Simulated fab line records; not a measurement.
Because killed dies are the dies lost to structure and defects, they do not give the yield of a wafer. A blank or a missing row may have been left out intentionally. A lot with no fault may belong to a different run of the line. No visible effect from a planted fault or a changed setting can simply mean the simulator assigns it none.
Code-filled problem report in 8D (eight disciplines) form + flow n5Finfet + the parts of the form that need people (team, actions taken, sign-off) are left out

## 1. WHAT WENT WRONG
rawDefectCount at N5_BEOL_M0_CUTY_INSPECT_59 reads a mean of 8.7 on 3 wafers of 3 lots; wafers without a fault read 2.2 with a standard deviation of 1.4. That is +4.6 standard deviations from the usual mean.
The step: inspects for defects (macro).
The first sign was on wafer L899.5 at day 7 13:16, on defectInspect-02. At this step, 23 wafers from 8 lots have a number in the record. By rule, "out" or "out of limits" means more than 4 standard deviations away from the usual mean. The other wafers with a number count as sound.

## 2. WHAT IT IS; WHAT IT IS NOT
| question                    | is                                 | is not                                                                                            |
|-----------------------------|------------------------------------|---------------------------------------------------------------------------------------------------|
| which readings at this step | rawDefectCount                     | -                                                                                                 |
| which lots                  | L899, L902, L903                   | L893, L906, L911, L914, L915                                                                      |
| which wafers of those lots  | L899.5, L902.2, L903.3             | L899.2, L899.3, L902.3, L902.5, L903.4, L903.6                                                    |
| read on which gauges        | defectInspect-01, defectInspect-02 | -                                                                                                 |
| when                        | from day 7 13:16                   | up to then (5 sound wafers); but 15 sound wafers of L902, L903, L906, L911, L914, L915 came after |

## 3. WHAT RULES OUT EACH SUSPECT
Counting: if a tool at a process step up to the reading ran every lot that is out, it stays a suspect. Sound lots after the first of them don't rule it out here, since some wafers of a struck lot are sound.
- the gauge at N5_BEOL_M0_CUTY_INSPECT_59 is ruled out. Those wafers that are out were read across 2 gauges (defectInspect-01, defectInspect-02).
- rieDiel-02 at N5_BEOL_M0_SAQP_DESCUM_45 (chemistry O2, time 7 s): kept. Every lot that is out went through it, the first being L899 (day 7 11:55); the last sound lot it ran before that was L893 (day 5 22:28).
- rieDiel-02 at N5_BEOL_M0_SAQP_CUT_ETCH_46 (etches SOC in N2/H2, target depth 135 nm, overetch 27 nm, time 202.5 s): kept. Every lot that is out went through it, the first being L899 (day 7 11:59); the last sound lot it ran before that was L893 (day 5 22:34).
- rieDiel-02, N5_BEOL_M0_SAQP_DESCUM_45: wafers that are out in chamber 0, sound lot-mates in chambers 1, 2, 3.
- rieDiel-02, N5_BEOL_M0_SAQP_CUT_ETCH_46: wafers that are out in chamber 0, sound lot-mates in chambers 1, 2, 3.
Left after counting: rieDiel-02 at N5_BEOL_M0_SAQP_DESCUM_45, rieDiel-02 at N5_BEOL_M0_SAQP_CUT_ETCH_46.

## 4. THE CAUSE (what the simulator had put in)
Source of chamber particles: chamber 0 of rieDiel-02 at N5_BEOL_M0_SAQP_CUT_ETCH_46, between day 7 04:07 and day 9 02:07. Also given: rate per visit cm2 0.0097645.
Of the 2 suspects that counting leaves, this tool is one.

## 5. THE CHAIN OF EFFECTS, in route order
Each row: a reading whose mean over the struck wafers that have a number lies more than 3 standard deviations from the usual. Only readings for which the record gives a usual standard deviation are gone through. hours: the time from each lot's start at the first step in this table that gives one to its start at this step, as a median over the lots. sigmas: the change in usual standard deviations.
| hours | step                       | reading        | usual | on struck wafers | change | sigmas |
|-------|----------------------------|----------------|-------|------------------|--------|--------|
| 0     | N5_BEOL_M0_CUTY_INSPECT_59 | rawDefectCount | 2.2   | 8.7              | +6.5   | +4.6   |
At these later measuring or inspecting steps, every struck wafer for which the step has a row has a number for every such reading, and none has moved that far: N5_BEOL_M4_RC_MEAS_101.

## 6. WHAT WOULD HAVE CAUGHT IT SOONER
Counted from the fault's start at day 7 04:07, it took 9 hours until the first out-of-limits reading at a measuring or inspecting step in this record, taken at day 7 13:16.
Of the tool readings at N5_BEOL_M0_SAQP_CUT_ETCH_46 for which the record gives a usual standard deviation, none was out on any struck wafer, so an alarm limit of 4 standard deviations on them would not have fired.
Lots out: 3; of these, L902, L903 started N5_BEOL_M0_SAQP_CUT_ETCH_46 on rieDiel-02 after day 7 13:16. A hold on the tool at that time would have spared those 2.
